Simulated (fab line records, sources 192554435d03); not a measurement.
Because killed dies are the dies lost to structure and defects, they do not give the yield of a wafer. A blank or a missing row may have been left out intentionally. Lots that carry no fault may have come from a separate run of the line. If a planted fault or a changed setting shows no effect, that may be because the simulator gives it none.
Lot-split experiment | flow n5-finfet | 21 wafers read from 7 lots, route of 1938 steps

THE SPLIT ITSELF
At N5_BEOL_M3_ILD_DEP_00 (deposits SiOC from DEMS/O2, target thk 79 nm, time 15.3 s), the setting time-s was moved away from the recipe's 15.3 s on 7 of the 21 wafers read, by -8.2% to +6.4%. This setting was run at the recipe's value on the other wafers.

Split to reading: the file shows no intervening step.

THE READING
M3_ILD_THK at N5_BEOL_M3_THK_MEAS_01, in nm. A value of 79.1 nm with a standard deviation of 1.2 nm is what fault-free wafers of this fab line usually give.

wafer  | tool, chamber at the split | time-s as run, s | against the recipe | M3_ILD_THK, nm | against lot-mates on the recipe
L080.2 | pecvd-01, 2                | 15.3             | recipe             | 79.7           | -
L080.3 | pecvd-01, 1                | 15.3             | recipe             | 77.5           | -
L080.5 | pecvd-01, 1                | 15.3             | recipe             | 78.2           | -
L081.1 | pecvd-01, 2                | 15.3             | recipe             | 79.8           | -
L081.3 | pecvd-01, 0                | 15.3             | recipe             | 78.5           | -
L081.4 | pecvd-01, 1                | 15.3             | recipe             | 78.2           | -
L082.1 | pecvd-01, 1                | 15.3             | recipe             | 76.1           | -
L082.3 | pecvd-01, 0                | 14.05            | -8.2%              | 70.7           | -5.4
L082.4 | pecvd-01, 1                | 14.05            | -8.2%              | 71.5           | -4.6
L083.1 | pecvd-02, 0                | 15.3             | recipe             | 78.7           | -
L083.4 | pecvd-02, 1                | 15.3             | recipe             | 81.7           | -
L083.6 | pecvd-02, 2                | 15.3             | recipe             | 81.2           | -
L088.3 | pecvd-02, 1                | 15.3             | recipe             | 79.3           | -
L088.4 | pecvd-02, 0                | 16.26            | +6.3%              | 85.2           | +5.2
L088.5 | pecvd-02, 1                | 15.3             | recipe             | 80.8           | -
L093.2 | pecvd-01, 1                | 14.61            | -4.5%              | 75.2           | -4.0
L093.4 | pecvd-01, 2                | 15.3             | recipe             | 79.2           | -
L093.5 | pecvd-01, 1                | 14.61            | -4.5%              | 76.4           | -2.8
L094.1 | pecvd-02, 2                | 16.28            | +6.4%              | 84.7           | +3.3
L094.2 | pecvd-02, 1                | 16.28            | +6.4%              | 84.1           | +2.7
L094.5 | pecvd-02, 2                | 15.3             | recipe             | 81.4           | -

FIT RESULTS
A straight line over all 21 wafers: M3_ILD_THK changes by +0.905 nm for each +1% of time-s; r = +0.93; the points scatter about the line by 1.4 nm.
The same after taking each lot's own level away (the mean of its wafers on the recipe; 21 wafers): +0.618 nm for each +1%; r = +0.94; scatter 0.9 nm.
That fit puts the effect of the largest move of time-s on the reading at 5 nm.
From 76.10 to 81.40 nm: that is the span of the lots' own levels, equal to 4.4 times the standard deviation above.
So the lot-to-lot level changes the slope: the two fits differ.
Check: with one of the wafers moved furthest among these (-8.2%) left out of the fit, the line predicts -5.04 nm for it against its lot-mates. Against them it came out at -5.4 nm.

ADDITIONAL SPLITS CARRIED BY THESE WAFERS
These wafers also went through other splits before the reading. Each is held against what the fit with the lots' levels taken away leaves over:
other split on the same wafers               | wafers away from the commonest value | r with M3_ILD_THK (lot level and that fit taken away)
N5_MOL_CONTACT_COAG_CONTACT_ETCH_14 source-w | 3                                    | -0.31
N5_BEOL_M0_SAQP_EXPOSE_37 dose-mj            | 9                                    | +0.02
N5_BEOL_M2_COAT_62 spin-rpm                  | 6                                    | +0.29
N5_BEOL_M2_COAT_73 temp-c                    | 7                                    | -0.33

THE WHOLE CHAIN: every reading that the file lists as answering this split, in the file's order
step                   | what it does                                              | reading                                                                            | change (the file's fit)              | r (the file's)
N5_BEOL_M3_ILD_DEP_00  | deposits SiOC from DEMS/O2, target thk 79 nm, time 15.3 s | SiOC_of_BEOL_M3_ILD_DEP_00.thk-nm (the simulator's own value, which no gauge read) | +0.65 nm for each +1% of the setting | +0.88
N5_BEOL_M3_THK_MEAS_01 |                                                           | M3_ILD_THK                                                                         | +0.642 for each +1% of the setting   | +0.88

FILE'S OWN FIT
M3_ILD_THK changes by +0.642 nm for each +1% of time-s, r = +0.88.
